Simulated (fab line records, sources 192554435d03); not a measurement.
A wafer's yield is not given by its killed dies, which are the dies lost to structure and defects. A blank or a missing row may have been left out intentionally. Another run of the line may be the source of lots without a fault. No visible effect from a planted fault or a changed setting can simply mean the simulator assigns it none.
fab line records	flow n5_finfet
[record] lots = 4	wafers = 12	last_day = 18
route steps=1938 shown BEOL_M1@829 BEOL_M2@841 BEOL_M4@1111 PASSIVATION@1936
lots with no fault: from the same line, run without faults
start_h: hours from the record's opening day to when the first of the lot's shown wafers began	wait_h: hours elapsed since this lot's preceding step	" unchanged from the row above	L1.1+2: a row that stands for several wafers	- value missing, or start not given	* or withheld: withheld	< > ~ a bound
route shown NAME@n: NAME is a module with steps in the file, n the number in the route of the first one	usual: average and standard deviation across the fault-free wafers	same: alike in all rows	chamber/n: place in a boat	sites: readings site by site	_std_site: their standard deviation	_edge_site: mean of outer sites minus mean of inner sites	radius_mm: for every site, how far away it sits from the centre of the wafer	mask NAME#n: copy n	behind: the tool/chamber that last shaped the wafer	hold: what put the lot on hold/how long, in hours/how the hold closed	device: whichever transistor did not switch (one of n, p or np)	end of line: at the end of the route, the tests of the same wafers	a step given without rows: its recipe and nothing more	killed: at the first sort, the dies lost to defects and structure; wafer yield is something else	map: the dies of a wafer, with x for killed, . for not killed, _ for no die there
set.NAME: setting as actually run; set.NAME@STEP: the setting as run at that earlier step	model.NAME: the simulator's own value behind a step, which no gauge read
a table for each step, a row for each wafer; lots at some steps of the route
services: from which hour (start_h, from the record's first day; less than 0 if before it) a tool's chamber was out of use, for how many hours, and why
[[steps]]
[step N5_BEOL_M1_ANNEAL_95]
[recipe] temp_c = 400	time_s = 240	ambient = vacuum
[step N5_BEOL_M1_SPUTTER_96]
[recipe] material = Cu	target_thk_a = 45	temp_c = -20	chamber_pressure_pa = 0.07	power_w = withheld	time_s = 8.29
[step N5_BEOL_M1_ECD_50]
[recipe] material = Cu	target_thk_a = 3000
[step N5_BEOL_M1_ANNEAL_51]
[recipe] temp_c = 225	time_s = 90	ambient = N2
[step N5_BEOL_M1_CMP_52]
[recipe] stop_on = SiOC	t_overpolish_s = 6.8	down_force_psi = 1	platen_rpm = 50	clearing_platen_down_force_psi = 1.5	clearing_platen_rpm = 50	post_cmp_clean = cu_alkaline	target_thk_nm = 40	clearing_platen_pad_velocity_m_s = 0.99484	pad_velocity_m_s = 0.99484
[step N5_BEOL_M1_PRE_CLEAN_60]
[recipe] gas = NH3/H2	time_s = 15	temp_c = *	rf_power_w = 300
[step N5_BEOL_M1_CO_CAP_55]
[recipe] material = Co	target_thk_a = 20	temp_c = 200	precursor = CCTBA/H2	pressure_torr = 30	time_s = 102.1
[step N5_BEOL_M1_PRE_CLEAN_56]
[recipe] gas = NH3	time_s = 15	temp_c = withheld	rf_power_w = 300
[step N5_BEOL_M1_DEP_57]
[recipe] material = SiCN	target_thk_a = 80	temp_c = withheld	precursor = 3MS/NH3	pressure_torr = 3	rf_w = 202	time_s = 14
[step N5_BEOL_M2_ILD_DEP_00]
[recipe] material = SiOC	target_thk_a = 790	temp_c = 350	precursor = DEMS/O2	pressure_torr = 5	rf_w = 500	time_s = 15.3
[usual] heater_power_w = 457/56	showerhead_plenum_p_Torr = 5.698/0.015	throttle_valve_pct = 12.1/0.91
[same] time_s = 15.3
lot.wafer	tool	chamber	start_h	wait_h	heater_power_w	showerhead_plenum_p_Torr	throttle_valve_pct
L883.3	pecvd-03	2	206.68	0.0	489	5.673	11.3
L883.4	"	0	"	"	443	5.703	11.1
L883.5	"	1	"	"	454	5.693	13.7
L883.3	pecvd-03	2	206.91	0.2	485	5.692	11.0
L883.4	"	0	"	"	430	5.712	11.5
L883.5	"	1	"	"	455	5.695	13.7
L889.1	pecvd-04	2	233.30	0.0	408	5.680	11.6
L889.2	"	0	"	"	540	5.681	11.8
L889.6	"	0	"	"	527	5.697	11.9
L889.1	pecvd-04	2	233.53	0.2	406	5.702	11.6
L889.2	"	0	"	"	549	5.701	11.8
L889.6	"	0	"	"	537	5.684	11.9
L890.2	pecvd-04	2	235.21	0.0	420	5.698	11.9
L890.4	"	0	"	"	440	5.698	11.8
L890.6	"	1	"	"	454	5.719	12.1
L892.3	pecvd-03	1	245.78	0.0	378	5.696	13.9
L892.5	"	1	"	"	393	5.696	13.9
L892.6	"	2	"	"	520	5.686	11.0
[step N5_BEOL_M2_THK_MEAS_01]
[recipe] reads = SiOC_of_BEOL_M2_ILD_DEP_00
[usual] M2_ILD_THK = 79.1/0.87
lot.wafer	tool	chamber	start_h	wait_h	M2_ILD_THK[nm]
L883.3	film_metro-02	-	206.98	0.1	156.7
L883.4	"	-	"	"	158.6
L883.5	"	-	"	"	159.7
L889.1	film_metro-02	-	233.60	0.0	158.0
L889.2	"	-	"	"	157.2
L889.6	"	-	"	"	161.0
L890.2	film_metro-01	-	235.28	0.1	78.0
L890.4	"	-	"	"	80.8
L890.6	"	-	"	"	78.8
L892.3	film_metro-01	-	245.85	0.1	80.2
L892.5	"	-	"	"	81.2
L892.6	"	-	"	"	81.1
[step N5_BEOL_M2_PECVD_72]
[recipe] material = SiO2	target_thk_a = 160	temp_c = 400	precursor = TEOS/O2	pressure_torr = 5.5	rf_w = 450	teos_flow_sccm = 53.8	gas = O2	flow_sccm = 3000	time_s = 18
[step N5_BEOL_M2_HM_DEP_02]
[recipe] material = TiN	target_thk_a = 200	temp_c = 25	chamber_pressure_pa = 0.49996
[step N5_BEOL_M2_COAT_61]
[recipe] resist = SOC	temp_c = 250	time_s = 60	spin_rpm = 1500	resist_thk_nm = 60
[step N5_BEOL_M2_COAT_62]
[recipe] resist = SiARC	temp_c = 220	time_s = 60	spin_rpm = 1500	resist_thk_nm = 12
[step N5_BEOL_M2_COAT_73]
[recipe] resist = underlayer	temp_c = 205	time_s = 60	spin_rpm = 1500	resist_thk_nm = 5
[step N5_BEOL_M2_COAT_05]
[recipe] resist = CAR-EUV	spin_rpm = 1500	resist_thk_nm = 30
[step N5_BEOL_M2_EBR_07]
[recipe] solvent = PGMEA	ebr_width_mm = 1.5
[step N5_BEOL_M2_SOFTBAKE_06]
[recipe] temp_c = 110	time_s = 60	resist = CAR-EUV
[step N5_BEOL_M2_EXPOSE_08]
[recipe] mask_id = M2	na = 0.33	source_shape = dipole	sigma_inner = 0.369	sigma_outer = 0.767	polarization = unpolarized	dose_mj = 41.25
[step N5_BEOL_M2_PEB_09]
[recipe] peb_temp_c = 100	peb_time_s = 60	resist = CAR-EUV
[step N5_BEOL_M2_DEVELOP_10]
[recipe] develop_time_s = 30	developer = TMAH	resist = CAR-EUV	rinse_liquid = surfactant_rinse	dry = air_spin	dev_temp_c = 23
[step N5_BEOL_M2_DESCUM_16]
[recipe] chemistry = O2	time_s = 7	source_power_w = 50	bias_power_w = 20	pressure_mtorr = 20	rf_frequency_hz = 2.712e+07	temp_c = 40	resist = CAR-EUV	o2_flow_sccm = 225
[step N5_BEOL_M2_ETCH_74]
[recipe] chemistry = N2/H2	target = underlayer	target_depth_a = 65	mask_material = CAR-EUV	time_s = 5.2	ion_energy_ev = 200	pressure_mtorr = 30	source_w = 840	bias_w = 150	n2_flow_sccm = 200	h2_flow_sccm = 200	ends = cleared
[step N5_BEOL_M2_ETCH_63]
[recipe] chemistry = CF4	target = SiARC	target_depth_a = 156	mask_material = CAR-EUV	time_s = 26	ion_energy_ev = 80	pressure_mtorr = 40	source_w = 545	bias_w = 36	Ar_flow_sccm = 100	cf4_flow_sccm = 100	ends = cleared
[step N5_BEOL_M2_ETCH_64]
[recipe] chemistry = N2/H2	target = SOC	target_depth_a = 750	overetch_a = 225	mask_material = SiARC	temp_c = 40	time_s = 121.9	ion_energy_ev = 200	pressure_mtorr = 30	source_w = 840	bias_w = 150	n2_flow_sccm = 200	h2_flow_sccm = 200
[step N5_BEOL_M2_STRIP_65]
[recipe] chemistry = N2/H2	temp_c = 40	n2_flow_sccm = 200	h2_flow_sccm = 200	rf_frequency_hz = 6e+07
[step N5_BEOL_M2_STRIP_75]
[recipe] chemistry = N2/H2	temp_c = 40	n2_flow_sccm = 200	h2_flow_sccm = 200	rf_frequency_hz = 6e+07
[step N5_BEOL_M2_STRIP_66]
[recipe] chemistry = CF4	resist = SiARC	power_w = 300	bias_power_w = 75	pressure_mtorr = 50	cf4_flow_sccm = 150	rf_frequency_hz = 6e+07
[step N5_BEOL_M2_HM_OPEN_17]
[recipe] chemistry = Cl2/BCl3	target_depth_a = 200	overetch_a = 60	target = TiN	mask_material = SOC	ion_energy_ev = 150	pressure_mtorr = 10	icp_w = 1000	bias_w = 126	Cl2_flow_sccm = 53.25	bcl3_flow_sccm = 21.75	Ar_flow_sccm = 25
[step N5_BEOL_M2_STRIP_19]
[recipe] chemistry = O2	power_w = 400	temp_c = 40	pressure_mtorr = 30	rf_frequency_hz = 6e+07	bias_power_w = 0	overash_fraction = 0.2	o2_flow_sccm = 225
[step N5_BEOL_M2_COAT_67]
[recipe] resist = SOC	temp_c = 250	time_s = 60	spin_rpm = 1500	resist_thk_nm = 60
[step N5_BEOL_M2_COAT_68]
[recipe] resist = SiARC	temp_c = 220	time_s = 60	spin_rpm = 1500	resist_thk_nm = 12
[step N5_BEOL_M2_COAT_76]
[recipe] resist = underlayer	temp_c = 205	time_s = 60	spin_rpm = 1500	resist_thk_nm = 5
[step N5_BEOL_M2_COAT_22]
[recipe] resist = CAR-EUV	spin_rpm = 1500	resist_thk_nm = 30
[step N5_BEOL_M2_CMP_52]
[recipe] stop_on = SiOC	t_overpolish_s = 6.8	down_force_psi = 1	platen_rpm = 50	clearing_platen_down_force_psi = 1.5	clearing_platen_rpm = 50	post_cmp_clean = cu_alkaline	target_thk_nm = 40	clearing_platen_pad_velocity_m_s = 0.99484	pad_velocity_m_s = 0.99484
[usual] barrier_field_endpoint_s = 24.9/0.5	head_pressure_psi = 0.9998/0.0021	motor_current_A = 6.1/0.46	overpolish_run_s = 6.800/0.0091	slurry_filter_dp_kPa = 13.49/0.13	time_to_endpoint_s = 62.4/2.2
lot.wafer	tool	chamber	start_h	wait_h	barrier_field_endpoint_s	head_pressure_psi	motor_current_A	overpolish_run_s	slurry_filter_dp_kPa	time_to_endpoint_s	model.SiOC_of_BEOL_M2_ILD_DEP_00.thk_nm
L883.3	cmp-01	2	225.25	0.2	24.3	1.0020	6.2	6.795	13.24	59.9	153.8
L883.4	"	3	"	"	24.9	0.9993	5.3	6.795	13.49	62.7	155.6
L883.5	"	0	"	"	25.2	0.9979	6.1	6.800	13.76	61.1	156.6
L889.2	cmp-03	1	266.59	0.2	25.0	1.0025	6.0	6.806	13.36	63.7	154.4
L889.1	"	0	"	"	24.5	1.0035	6.5	6.797	13.70	61.7	155
L889.6	"	2	"	"	25.8	0.9994	6.2	6.791	13.68	62.2	158
L890.4	cmp-03	1	267.88	0.1	24.7	0.9989	6.2	6.801	13.42	61.7	77.8
L890.2	"	2	"	"	25.4	1.0019	6.7	6.808	13.37	64.8	75
L890.6	"	1	"	"	24.9	0.9966	6.6	6.804	13.36	63.2	75.8
L892.3	cmp-03	2	271.27	0.2	24.5	0.9981	6.4	6.814	13.60	64.9	77.2
L892.6	"	1	"	"	25.5	1.0005	6.2	6.811	13.49	62.7	78
L892.5	"	2	"	"	25.5	1.0019	6.5	6.800	13.57	66.4	78.2
[step N5_BEOL_M4_RC_MEAS_101]
[usual] DIBL_N = 35.9/1.3	DIBL_P = 35.9/1.5	IOFF_N = 0.152/0.023	IOFF_P = 0.204/0.027	ION_N = 673/9.2	ION_P = 462/6.7	SS_N = 71.4/0.48	SS_P = 73.2/0.55	VT_N = 250.3/2.6	VT_P = -250.6/3
lot.wafer	tool	chamber	start_h	wait_h	DIBL_N[mV/V]	DIBL_P[mV/V]	IOFF_N[nA/um]	IOFF_P[nA/um]	ION_N[uA/um]	ION_P[uA/um]	SS_N[mV/dec]	SS_P[mV/dec]	VT_N[mV]	VT_P[mV]
L890.2	prober-02	0	302.38	0.2	35.0	37.0	0.149	0.214	677	462	71.4	72.4	249.3	-249.2
L890.4	"	0	"	"	36.0	37.6	0.170	0.232	686	473	71.8	73.5	249.0	-245.5
L890.6	"	0	"	"	35.0	36.6	0.145	0.206	670	468	72.1	73.3	251.0	-251.0
L892.3	prober-02	0	305.78	0.3	35.8	36.8	0.156	0.192	682	466	71.3	73.1	251.0	-251.5
L892.5	"	0	"	"	36.3	36.9	0.171	0.197	675	458	71.6	73.2	247.3	-253.1
L892.6	"	0	"	"	36.4	37.0	0.172	0.190	680	464	71.6	73.4	247.0	-253.9
[step N5_PASSIVATION_PROBE_49]
[usual] defect_limited_yield = 91.0/1.5	killed_at_M0_to_M3 = 37/12	killed_at_M4_up = 13/5	killed_at_contacts = 13/6.1	killed_at_front_end = 39/11	killed_at_other = 4/3.2	killed_dies = 106/17	killed_on_rim = 13/4.2	killed_open = 69/12	killed_short = 35/7.9	sort_bin_5_function = 5.3/1	sort_bin_6_memory = 3.3/0.68	sort_n_pass = 1074/17	sort_yield_pct = 91.0/1.5
[same] gross_dies = 1180	killed_at_back_side = 0	sort_bin_4_leakage[%] = 0	sort_bin_8_speed[%] = 0
lot.wafer	tool	chamber	start_h	wait_h	defect_limited_yield[%]	killed_at_M0_to_M3	killed_at_M4_up	killed_at_contacts	killed_at_front_end	killed_at_other	killed_dies	killed_on_rim	killed_open	killed_short	sort_bin_5_function[%]	sort_bin_6_memory[%]	sort_n_pass	sort_yield_pct[%]
L883.3	prober-01	-	374.51	0.1	0	1109	7	13	49	2	1180	152	74	37	97.1	2.8	0	0
L883.4	prober-01	-	374.56	0.2	0	1130	11	8	28	3	1180	152	68	37	96.2	3.5	0	0
L883.5	prober-01	-	374.61	0.2	0	1140	8	7	23	2	1180	152	56	29	96.4	3.1	0	0
L889.1	prober-02	-	409.46	0.0	0	1110	5	5	57	3	1180	152	67	48	95.9	3.7	0	0
L889.2	prober-02	-	409.51	0.1	0	1109	8	6	51	6	1180	152	60	48	95.9	3.6	0	0
L889.6	prober-02	-	409.71	0.3	0	1122	17	5	28	8	1180	152	57	36	96.2	3.4	0	0
L892.3	prober-02	-	421.15	0.1	91.3	37	19	11	35	1	103	12	71	32	4.8	3.6	1077	91.3
L892.5	prober-02	-	421.25	0.2	92.5	36	9	8	34	2	89	9	54	35	5.0	2.2	1091	92.5
L892.6	prober-02	-	421.30	0.3	92.0	27	13	13	41	0	94	15	58	34	4.2	3.3	1086	92.0
L890.2	prober-02	-	422.67	0.1	94.9	26	8	9	17	0	60	11	37	23	2.7	2.0	1120	94.9
L890.4	prober-02	-	422.77	0.2	93.5	25	17	5	27	3	77	11	52	25	3.6	2.5	1103	93.5
L890.6	prober-02	-	422.87	0.3	92.5	19	12	12	45	0	88	12	62	25	5.2	2.2	1092	92.5
// killed by level:class
L883.3 BEOL_M2:area_dep=1069 FIN_SAQP:geometric_particle:open=13 MOL_CONTACT_COAG:geometric_particle:open=12 BEOL_M0_SAQP:geometric_particle:open=12 FIN_SAQP:geometric_particle:short=9 DUMMY_GATE:geometric_particle:open=8 BEOL_M0_SAQP:geometric_particle:short=8 BEOL_M2:geometric_particle:open=8
L883.4 BEOL_M2:area_dep=1075 BEOL_M3:geometric_particle:open=16 BEOL_M0_SAQP:geometric_particle:open=13 BEOL_M2:geometric_particle:open=10 GATE_CUT:geometric_particle:short=8 BEOL_M0_SAQP:geometric_particle:short=7 MOL_CONTACT_COAG:geometric_particle:open=5 BEOL_M4:geometric_particle:open=5
L883.5 BEOL_M2:area_dep=1094 FIN_SAQP:geometric_particle:open=8 BEOL_M0_SAQP:geometric_particle:open=8 BEOL_M2:geometric_particle:open=8 BEOL_M3:geometric_particle:open=7 BEOL_M1:geometric_particle:open=6 FIN_SAQP:geometric_particle:short=5 MOL_CONTACT_COAG:geometric_particle:open=5
L889.1 BEOL_M2:area_dep=1062 BEOL_M0_SAQP:geometric_particle:short=12 BEOL_M2:geometric_particle:open=10 STI_FIN_REVEAL:geometric_particle:open=8 FIN_SAQP:geometric_particle:short=7 BEOL_M0_SAQP:geometric_particle:open=7 BEOL_M3:geometric_particle:open=6 GATE_CUT:geometric_particle:open=6
L889.2 BEOL_M2:area_dep=1071 FIN_SAQP:geometric_particle:short=12 BEOL_M0_SAQP:geometric_particle:short=9 BEOL_M0_SAQP:geometric_particle:open=9 BEOL_M3:geometric_particle:open=8 STI_FIN_REVEAL:geometric_particle:open=6 DUMMY_GATE:geometric_particle:open=6 MOL_CONTACT_COAG:geometric_particle:open=6
L889.6 BEOL_M2:area_dep=1087 BEOL_M4:geometric_particle:open=11 BEOL_M2:geometric_particle:open=10 FIN_SAQP:geometric_particle:short=7 BEOL_M0_SAQP:geometric_particle:short=7 MOL_CONTACT_COAG:geometric_particle:open=5 BEOL_M1:geometric_particle:short=4 BEOL_M1:geometric_particle:open=4
L892.3 MOL_CONTACT_COAG:geometric_particle:open=10 BEOL_M4:geometric_particle:open=10 BEOL_M0_SAQP:geometric_particle:open=7 BEOL_M2:geometric_particle:open=7 STI_FIN_REVEAL:geometric_particle:open=5 GATE_CUT:geometric_particle:short=5 BEOL_M1:geometric_particle:open=5 BEOL_M3:geometric_particle:open=5
L892.5 GATE_CUT:geometric_particle:short=9 MOL_CONTACT_COAG:geometric_particle:open=7 BEOL_M2:geometric_particle:open=7 FIN_SAQP:geometric_particle:short=6 BEOL_M0_SAQP:geometric_particle:short=6 BEOL_M0:geometric_particle:open=5 BEOL_M3:geometric_particle:open=5 ILD0:geometric_particle:open=4
L892.6 MOL_CONTACT_COAG:geometric_particle:open=9 FIN_SAQP:geometric_particle:open=7 STI_FIN_REVEAL:geometric_particle:open=7 BEOL_M3:geometric_particle:open=6 GATE_CUT:geometric_particle:short=6 BEOL_M4:geometric_particle:open=6 BEOL_M0_SAQP:geometric_particle:short=5 BEOL_M0_SAQP:geometric_particle:open=5
L890.2 BEOL_M0_SAQP:geometric_particle:open=8 BEOL_M0_SAQP:geometric_particle:short=7 FIN_SAQP:geometric_particle:short=5 MOL_CONTACT_COAG:geometric_particle:open=5 MOL_CONTACT_COAG:geometric_particle:short=4 BEOL_M3:geometric_particle:open=4 STI_FIN_REVEAL:geometric_particle:open=3 GATE_CUT:geometric_particle:short=3
L890.4 BEOL_M3:geometric_particle:open=8 FIN_SAQP:geometric_particle:open=6 STARTING-WAFER:geometric_particle:short=6 STI_FIN_REVEAL:geometric_particle:open=5 MOL_CONTACT_COAG:geometric_particle:open=5 BEOL_M5:geometric_particle:open=4 BEOL_M0_SAQP:geometric_particle:open=3 BEOL_M0_SAQP:geometric_particle:short=3
L890.6 STI_FIN_REVEAL:geometric_particle:open=14 MOL_CONTACT_COAG:geometric_particle:open=9 FIN_SAQP:geometric_particle:short=8 BEOL_M3:geometric_particle:open=8 FIN_SAQP:geometric_particle:open=6 STARTING-WAFER:geometric_particle:open=5 BEOL_M4:geometric_particle:open=4 STARTING-WAFER:geometric_particle:short=4
// map L883.3 (x killed, . not)
_________________xxxxxxxxxxxx________________
______________xxxxxxxxxxxxxxxxxx_____________
___________xxxxxxxxxxxxxxxxxxxxxxxx__________
__________xxxxxxxxxxxxxxxxxxxxxxxxxx_________
________xxxxxxxxxxxxxxxxxxxxxxxxxxxxxx_______
_______xxxxxxxxxxxxxxxxxxxxxxxxxxxxxxxx______
______xxxxxxxxxxxxxxxxxxxxxxxxxxxxxxxxxx_____
_____xxxxxxxxxxxxxxxxxxxxxxxxxxxxxxxxxxxx____
____xxxxxxxxxxxxxxxxxxxxxxxxxxxxxxxxxxxxxx___
___xxxxxxxxxxxxxxxxxxxxxxxxxxxxxxxxxxxxxxxx__
___xxxxxxxxxxxxxxxxxxxxxxxxxxxxxxxxxxxxxxxx__
__xxxxxxxxxxxxxxxxxxxxxxxxxxxxxxxxxxxxxxxxxx_
__xxxxxxxxxxxxxxxxxxxxxxxxxxxxxxxxxxxxxxxxxx_
_xxxxxxxxxxxxxxxxxxxxxxxxxxxxxxxxxxxxxxxxxxxx
_xxxxxxxxxxxxxxxxxxxxxxxxxxxxxxxxxxxxxxxxxxxx
_xxxxxxxxxxxxxxxxxxxxxxxxxxxxxxxxxxxxxxxxxxxx
_xxxxxxxxxxxxxxxxxxxxxxxxxxxxxxxxxxxxxxxxxxxx
_xxxxxxxxxxxxxxxxxxxxxxxxxxxxxxxxxxxxxxxxxxxx
_xxxxxxxxxxxxxxxxxxxxxxxxxxxxxxxxxxxxxxxxxxxx
_xxxxxxxxxxxxxxxxxxxxxxxxxxxxxxxxxxxxxxxxxxxx
_xxxxxxxxxxxxxxxxxxxxxxxxxxxxxxxxxxxxxxxxxxxx
__xxxxxxxxxxxxxxxxxxxxxxxxxxxxxxxxxxxxxxxxxx_
__xxxxxxxxxxxxxxxxxxxxxxxxxxxxxxxxxxxxxxxxxx_
___xxxxxxxxxxxxxxxxxxxxxxxxxxxxxxxxxxxxxxxx__
___xxxxxxxxxxxxxxxxxxxxxxxxxxxxxxxxxxxxxxxx__
____xxxxxxxxxxxxxxxxxxxxxxxxxxxxxxxxxxxxxx___
_____xxxxxxxxxxxxxxxxxxxxxxxxxxxxxxxxxxxx____
______xxxxxxxxxxxxxxxxxxxxxxxxxxxxxxxxxx_____
_______xxxxxxxxxxxxxxxxxxxxxxxxxxxxxxxx______
________xxxxxxxxxxxxxxxxxxxxxxxxxxxxxx_______
__________xxxxxxxxxxxxxxxxxxxxxxxxxx_________
___________xxxxxxxxxxxxxxxxxxxxxxxx__________
______________xxxxxxxxxxxxxxxxxx_____________
_________________xxxxxxxxxxxx________________
// map L889.1 (x killed, . not)
_________________xxxxxxxxxxxx________________
______________xxxxxxxxxxxxxxxxxx_____________
___________xxxxxxxxxxxxxxxxxxxxxxxx__________
__________xxxxxxxxxxxxxxxxxxxxxxxxxx_________
________xxxxxxxxxxxxxxxxxxxxxxxxxxxxxx_______
_______xxxxxxxxxxxxxxxxxxxxxxxxxxxxxxxx______
______xxxxxxxxxxxxxxxxxxxxxxxxxxxxxxxxxx_____
_____xxxxxxxxxxxxxxxxxxxxxxxxxxxxxxxxxxxx____
____xxxxxxxxxxxxxxxxxxxxxxxxxxxxxxxxxxxxxx___
___xxxxxxxxxxxxxxxxxxxxxxxxxxxxxxxxxxxxxxxx__
___xxxxxxxxxxxxxxxxxxxxxxxxxxxxxxxxxxxxxxxx__
__xxxxxxxxxxxxxxxxxxxxxxxxxxxxxxxxxxxxxxxxxx_
__xxxxxxxxxxxxxxxxxxxxxxxxxxxxxxxxxxxxxxxxxx_
_xxxxxxxxxxxxxxxxxxxxxxxxxxxxxxxxxxxxxxxxxxxx
_xxxxxxxxxxxxxxxxxxxxxxxxxxxxxxxxxxxxxxxxxxxx
_xxxxxxxxxxxxxxxxxxxxxxxxxxxxxxxxxxxxxxxxxxxx
_xxxxxxxxxxxxxxxxxxxxxxxxxxxxxxxxxxxxxxxxxxxx
_xxxxxxxxxxxxxxxxxxxxxxxxxxxxxxxxxxxxxxxxxxxx
_xxxxxxxxxxxxxxxxxxxxxxxxxxxxxxxxxxxxxxxxxxxx
_xxxxxxxxxxxxxxxxxxxxxxxxxxxxxxxxxxxxxxxxxxxx
_xxxxxxxxxxxxxxxxxxxxxxxxxxxxxxxxxxxxxxxxxxxx
__xxxxxxxxxxxxxxxxxxxxxxxxxxxxxxxxxxxxxxxxxx_
__xxxxxxxxxxxxxxxxxxxxxxxxxxxxxxxxxxxxxxxxxx_
___xxxxxxxxxxxxxxxxxxxxxxxxxxxxxxxxxxxxxxxx__
___xxxxxxxxxxxxxxxxxxxxxxxxxxxxxxxxxxxxxxxx__
____xxxxxxxxxxxxxxxxxxxxxxxxxxxxxxxxxxxxxx___
_____xxxxxxxxxxxxxxxxxxxxxxxxxxxxxxxxxxxx____
______xxxxxxxxxxxxxxxxxxxxxxxxxxxxxxxxxx_____
_______xxxxxxxxxxxxxxxxxxxxxxxxxxxxxxxx______
________xxxxxxxxxxxxxxxxxxxxxxxxxxxxxx_______
__________xxxxxxxxxxxxxxxxxxxxxxxxxx_________
___________xxxxxxxxxxxxxxxxxxxxxxxx__________
______________xxxxxxxxxxxxxxxxxx_____________
_________________xxxxxxxxxxxx________________
[[services]]
tool	chamber	start_h	hours	kind
cmp-01	-	195.17	1.2	repair
pecvd-04	-	198.44	0.5	repair
cmp-03	-	209.79	0.4	repair
pecvd-04	2	216.90	6.0	repair
cmp-01	-	237.79	4.0	pm
cmp-01	-	241.79	-	consumable_replace:conditioner
cmp-01	-	241.79	-	consumable_replace:pad
pecvd-04	0	256.22	2.1	scheduled_down
pecvd-04	2	264.65	2.1	scheduled_down
[[key]]
[first_sign] step = N5_BEOL_M2_ILD_DEP_00	reading = visit	direction = added
[effect] step = N5_BEOL_M2_THK_MEAS_01	reading = M2_ILD_THK	direction = up	sigmas = 91	usual = 79.1	struck = 158.5
[effect] step = N5_PASSIVATION_PROBE_49	reading = killed_at_M0_to_M3	direction = up	sigmas = 91	usual = 37	struck = 1120
[model_effect] step = N5_BEOL_M2_CMP_52	value = SiOC_of_BEOL_M2_ILD_DEP_00.thk_nm	without = 76.5	struck = 155.6
[more_kills_born_at] N5_BEOL_M2_ILD_DEP_00@pecvd-03 = 3239	N5_BEOL_M2_ILD_DEP_00@pecvd-04 = 3220
met_at N5_BEOL_M2_ILD_DEP_00
struck_wafers L883.3,L883.4,L883.5,L889.1,L889.2,L889.6
later_rows_left_out L883.3,L883.4,L883.5,L889.1,L889.2,L889.6
[fault] kind = repeated_step_whole	tool = pecvd-02,pecvd-03,pecvd-04	chamber = -	onset_h = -	steps = N5_BEOL_M2_ILD_DEP_00	times = 1	scope = struck_lots_only
// later_rows_left_out: the simulator's readings of these wafers behind a module that went badly wrong aren't trusted and aren't shown, but for the sort
